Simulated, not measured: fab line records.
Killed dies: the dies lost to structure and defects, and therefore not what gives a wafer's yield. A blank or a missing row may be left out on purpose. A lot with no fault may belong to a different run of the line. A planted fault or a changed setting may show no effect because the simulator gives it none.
Chamber matching | flow n5Finfet | N5_BEOL_M1_CO_CAP_55 on cvdCo-01 has 3 sister chambers
The step material Co, precursor CCTBA/H2, target thk 2 nm, time 102.1 s. 6 wafers are shown with their chamber, then 12 later ones without.

WAFERS WITH THEIR CHAMBER
wafer  | chamber | heaterPowerW (W) | chamberPressureTorr (Torr)
L088.4 | 2       | 227              | 30.06
L089.4 | 0       | 214              | 29.94
L089.6 | 1       | 202              | 29.94
L092.2 | 2       | 231              | 30.00
L092.4 | 0       | 215              | 29.82
L092.6 | 1       | 198              | 29.99

WAFERS WITHOUT THEIR CHAMBER
wafer  | heaterPowerW (W) | chamberPressureTorr (Torr)
L093.1 | 205              | 30.02
L093.5 | 195              | 30.10
L093.6 | 231              | 30.07
L094.2 | 201              | 30.09
L094.3 | 232              | 30.03
L094.5 | 232              | 29.93
L095.1 | 219              | 29.94
L095.2 | 198              | 30.17
L095.4 | 214              | 29.97
L097.2 | 230              | 29.93
L097.3 | 217              | 29.92
L097.6 | 199              | 30.04

CHAMBER TAKEN BY EACH
wafer  | from the rows above | in truth
L093.1 | 1                   | 1
L093.5 | 1                   | 1
L093.6 | 2                   | 2
L094.2 | 1                   | 1
L094.3 | 2                   | 2
L094.5 | 2                   | 2
L095.1 | 0                   | 0
L095.2 | 1                   | 1
L095.4 | 0                   | 0
L097.2 | 2                   | 2
L097.3 | 0                   | 0
L097.6 | 1                   | 1
Correctly placed: 12 of 12. From these rows, 0 cannot be placed. Placed wrongly: 0.
How it was worked out, from the rows above alone: a wafer's distance from a chamber is the root of the sum, over the readings, of the square of ((its reading less the chamber's mean) divided by the reading's scatter). If the next closest chamber is less than 2 further off than the closest, the wafer can't be placed; otherwise it belongs to the closest. For every chamber, the mean is computed from those of its wafers that are shown. The scatter is the square root of a quotient: the sum, over the shown wafers, of each reading's squared deviation from its chamber's mean, divided by wafers minus chambers.
